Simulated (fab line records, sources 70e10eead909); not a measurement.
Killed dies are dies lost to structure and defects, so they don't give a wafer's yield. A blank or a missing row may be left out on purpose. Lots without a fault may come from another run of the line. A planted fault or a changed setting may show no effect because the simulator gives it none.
Which tool did it? | flow nand_harc | 11 lots, 33 wafers sampled, at 5 steps of a route of 1302

WHAT THE GAUGES READ, wafer by wafer
NHARC_END_SORT_01. Usual: killed_at_array 53, standard deviation 18; killed_at_other 0.8, standard deviation 1.1; killed_at_periphery 4.1, standard deviation 2.7; killed_dies 58, standard deviation 18; killed_open 3.1, standard deviation 1.7; killed_short 2.7, standard deviation 1.7.
lot  | measured     | on        | killed_at_array | killed_at_other | killed_at_periphery | killed_dies | killed_open | killed_short | flag
L107 | day 26 00:04 | prober-01 | 67 35 62        | 0 1 1           | 9 1 4               | 76 37 67    | 1 2 4       | 2 1 0        |
L116 | day 28 19:38 | prober-02 | 60 57 72        | 1 1 1           | 5 3 1               | 66 61 74    | 5 3 1       | 5 5 2        |

WHICH TOOL RAN EACH LOT (tool, then ch and the chambers of the sampled wafers, then the start)
lot  | NHARC_A_STAIRCASE_DESCUM_186       | NHARC_A_STAIRCASE_TRIM_193         | NHARC_A_STAIRCASE_ETCH_194                  | NHARC_A_STAIRCASE_ETCH_201
L106 | rie_diel-11 ch 1,2, day 15 21:43   | rie_diel-11 ch 0,3, day 15 22:36   | rie_diel-11 ch 2,3, no start                | rie_diel-10 ch 0,3, no start
L107 | rie_diel-10 ch 0,1, day 16 12:34   | rie_diel-10 ch 0,1, day 16 13:27   | rie_diel-10 ch 1,3, day 26 00:04 or earlier | rie_diel-13 ch 1,2,3, day 26 00:04 or earlier
L108 | rie_diel-10 ch 1,2,3, day 16 12:52 | rie_diel-10 ch 0,1,3, day 16 13:47 | rie_diel-10 ch 0,1,3, no start              | rie_diel-13 ch 1,2,3, no start
L109 | rie_diel-11 ch 1,2,3, day 16 14:17 | rie_diel-11 ch 0,2, day 16 15:10   | rie_diel-11 ch 0,2,3, no start              | rie_diel-11 ch 1,2,3, no start
L116 | rie_diel-11 ch 0,3, day 20 02:32   | rie_diel-11 ch 1,2,3, day 20 03:20 | rie_diel-11 ch 0,1, day 28 19:38 or earlier | rie_diel-13 ch 0,1,2, day 28 19:38 or earlier
L117 | rie_diel-11 ch 1,2,3, day 20 19:45 | rie_diel-11 ch 0,1,2, day 20 20:35 | rie_diel-11 ch 1,3, no start                | rie_diel-10 ch 1,3, no start
L121 | rie_diel-10 ch 0,3, day 21 18:38   | rie_diel-10 ch 1,2,3, day 21 19:26 | rie_diel-10 ch 0,1,2, no start              | rie_diel-10 ch 1,2,3, no start
L125 | rie_diel-10 ch 1,3, day 23 09:45   | rie_diel-10 ch 0,2, day 23 10:31   | rie_diel-10 ch 0,2,3, no start              | rie_diel-11 ch 0,2,3, no start
L124 | rie_diel-13 ch 0,3, day 23 10:11   | rie_diel-13 ch 0,3, day 23 11:04   | rie_diel-13 ch 1,3, no start                | rie_diel-13 ch 0,1, no start
L126 | rie_diel-11 ch 0,1,2, day 24 19:23 | rie_diel-11 ch 0,2,3, day 24 20:09 | rie_diel-11 ch 0,1,2, no start              | rie_diel-11 ch 0,1,3, no start
L127 | rie_diel-13 ch 0,2,3, day 24 19:49 | rie_diel-13 ch 0,2, day 24 20:41   | rie_diel-13 ch 2,3, no start                | rie_diel-13 ch 0,3, no start
- NHARC_A_STAIRCASE_DESCUM_186: chemistry O2, time 3 s.
- NHARC_A_STAIRCASE_TRIM_193: chemistry O2, time 211.2 s.
- NHARC_A_STAIRCASE_ETCH_194: etches the open film in C4F8/O2, target depth 100 nm, time 40.5 s.
- NHARC_A_STAIRCASE_ETCH_201: etches the open film in C4F8/O2, target depth 100 nm, time 40.5 s.

WHAT THE TOOLS THEMSELVES READ (means of the sampled wafers that have a number; where no wafer has one, the mark that the record gives instead)
NHARC_A_STAIRCASE_DESCUM_186. Usual: drypump_motor_current_A 5.79 A, standard deviation 0.29; oes_product_au 0.998 a.u., standard deviation 0.0093; rf_vpp_V 57.7 V, standard deviation 0.94; showerhead_plenum_p_Torr 1.90 Torr, standard deviation 0.093; throttle_valve_pct 11.310 %, standard deviation 0.0096.
lot  | tool        | drypump_motor_current_A (A) | oes_product_au (a.u.) | rf_vpp_V (V) | showerhead_plenum_p_Torr (Torr) | throttle_valve_pct (%) | flag
L106 | rie_diel-11 | 5.80                        | 1.000                 | 57.9         | 1.89                            | 11.304                 |
L107 | rie_diel-10 | 5.55                        | 1.007                 | 57.4         | 1.91                            | 11.300                 |
L108 | rie_diel-10 | 5.62                        | 1.000                 | 57.4         | 1.84                            | 11.311                 |
L109 | rie_diel-11 | 5.78                        | 0.994                 | 56.9         | 1.89                            | 11.311                 |
L116 | rie_diel-11 | 6.02                        | 0.996                 | 57.6         | 1.94                            | 11.301                 |
L117 | rie_diel-11 | 5.76                        | 0.999                 | 57.6         | 1.89                            | 11.312                 |
L121 | rie_diel-10 | 5.73                        | 1.008                 | 57.6         | 1.87                            | 11.312                 |
L125 | rie_diel-10 | 5.86                        | 1.004                 | 57.3         | 1.85                            | 11.313                 |
L124 | rie_diel-13 | 5.52                        | 0.989                 | 57.8         | 1.84                            | 11.311                 |
L126 | rie_diel-11 | 5.87                        | 0.998                 | 58.4         | 1.94                            | 11.314                 |
L127 | rie_diel-13 | 5.80                        | 1.010                 | 58.3         | 1.92                            | 11.305                 |

NHARC_A_STAIRCASE_TRIM_193. Usual: drypump_motor_current_A 5.79 A, standard deviation 0.3; oes_product_au 0.997 a.u., standard deviation 0.0097; rf_vpp_V 57.7 V, standard deviation 0.94; run_length_s 232.5 s, standard deviation 0.43; showerhead_plenum_p_Torr 3.50 Torr, standard deviation 0.16; throttle_valve_pct 17.037 %, standard deviation 0.009.
lot  | tool        | drypump_motor_current_A (A) | oes_product_au (a.u.) | rf_vpp_V (V) | run_length_s (s) | showerhead_plenum_p_Torr (Torr) | throttle_valve_pct (%) | flag
L106 | rie_diel-11 | 6.02                        | 0.991                 | 56.8         | 232.2            | 3.42                            | 17.042                 |
L107 | rie_diel-10 | 5.57                        | 0.994                 | 57.8         | 232.7            | 3.51                            | 17.031                 |
L108 | rie_diel-10 | 5.71                        | 1.005                 | 57.6         | 232.7            | 3.48                            | 17.035                 |
L109 | rie_diel-11 | 6.15                        | 0.990                 | 56.7         | 232.4            | 3.34                            | 17.028                 |
L116 | rie_diel-11 | 5.77                        | 0.997                 | 57.2         | 187.1            | 3.48                            | 17.044                 | OFF
L117 | rie_diel-11 | 5.89                        | 0.992                 | 57.4         | 187.0            | 3.60                            | 17.043                 | OFF
L121 | rie_diel-10 | 5.64                        | 1.001                 | 58.5         | 232.6            | 3.56                            | 17.039                 |
L125 | rie_diel-10 | 5.39                        | 1.004                 | 58.1         | 232.1            | 3.69                            | 17.038                 |
L124 | rie_diel-13 | 5.53                        | 0.994                 | 56.6         | 232.8            | 3.41                            | 17.037                 |
L126 | rie_diel-11 | 6.03                        | 1.002                 | 57.3         | 232.2            | 3.54                            | 17.051                 |
L127 | rie_diel-13 | 5.89                        | 1.009                 | 59.3         | 232.9            | 3.57                            | 17.041                 |

NHARC_A_STAIRCASE_ETCH_194. Usual: oes_product_au 0.940 a.u., standard deviation 0.011; rf_fwd_power_W 592.2 W, standard deviation 2.6; rf_vpp_V 895 V, standard deviation 5.7.
lot  | tool        | oes_product_au (a.u.) | rf_fwd_power_W (W) | rf_vpp_V (V) | flag
L106 | rie_diel-11 | 0.945                 | 592.5              | 893          |
L107 | rie_diel-10 | 0.943                 | 591.8              | 894          |
L108 | rie_diel-10 | 0.933                 | 592.2              | 894          |
L109 | rie_diel-11 | 0.937                 | 593.6              | 890          |
L116 | rie_diel-11 | 0.944                 | 593.6              | 901          |
L117 | rie_diel-11 | 0.942                 | 592.6              | 895          |
L121 | rie_diel-10 | 0.951                 | 593.8              | 899          |
L125 | rie_diel-10 | 0.954                 | 591.3              | 896          |
L124 | rie_diel-13 | 0.936                 | 593.4              | 888          |
L126 | rie_diel-11 | 0.942                 | 590.9              | 898          |
L127 | rie_diel-13 | 0.942                 | 588.5              | 896          |

NHARC_A_STAIRCASE_ETCH_201. Usual: oes_product_au 0.944 a.u., standard deviation 0.011; rf_fwd_power_W 591.9 W, standard deviation 2.7; rf_vpp_V 894 V, standard deviation 5.6.
lot  | tool        | oes_product_au (a.u.) | rf_fwd_power_W (W) | rf_vpp_V (V) | flag
L106 | rie_diel-10 | 0.953                 | 590.5              | 893          |
L107 | rie_diel-13 | 0.941                 | 592.5              | 890          |
L108 | rie_diel-13 | 0.942                 | 590.9              | 889          |
L109 | rie_diel-11 | 0.937                 | 594.4              | 895          |
L116 | rie_diel-13 | 0.953                 | 593.1              | 890          |
L117 | rie_diel-10 | 0.949                 | 591.4              | 893          |
L121 | rie_diel-10 | 0.936                 | 593.1              | 897          |
L125 | rie_diel-11 | 0.945                 | 589.8              | 897          |
L124 | rie_diel-13 | 0.933                 | 593.1              | 890          |
L126 | rie_diel-11 | 0.944                 | 591.2              | 899          |
L127 | rie_diel-13 | 0.939                 | 591.4              | 893          |

THE ANSWER, worked out from the rows above alone
Rule: a lot is off if the mean of its wafers that have a number lies more than 3 standard deviations from the usual mean. A lot without any number at a reading at which 4 lots or more have one is off too. The other lots that the step has rows for count as sound. The gauges are gone through in route order, then the tools' own readings, and for those a lot's mean is taken as printed above. The first step at which some lot is off is used, and at that step the reading that is off furthest; a lot without a number counts as furthest.
Off: L116, L117, at NHARC_A_STAIRCASE_TRIM_193 (run_length_s).
A tool fits if, at that step or a process step before it, it ran every lot that is off, and no sound lot after the first of them. None of those tried fits.

WHAT THE SIMULATOR HAD PUT IN
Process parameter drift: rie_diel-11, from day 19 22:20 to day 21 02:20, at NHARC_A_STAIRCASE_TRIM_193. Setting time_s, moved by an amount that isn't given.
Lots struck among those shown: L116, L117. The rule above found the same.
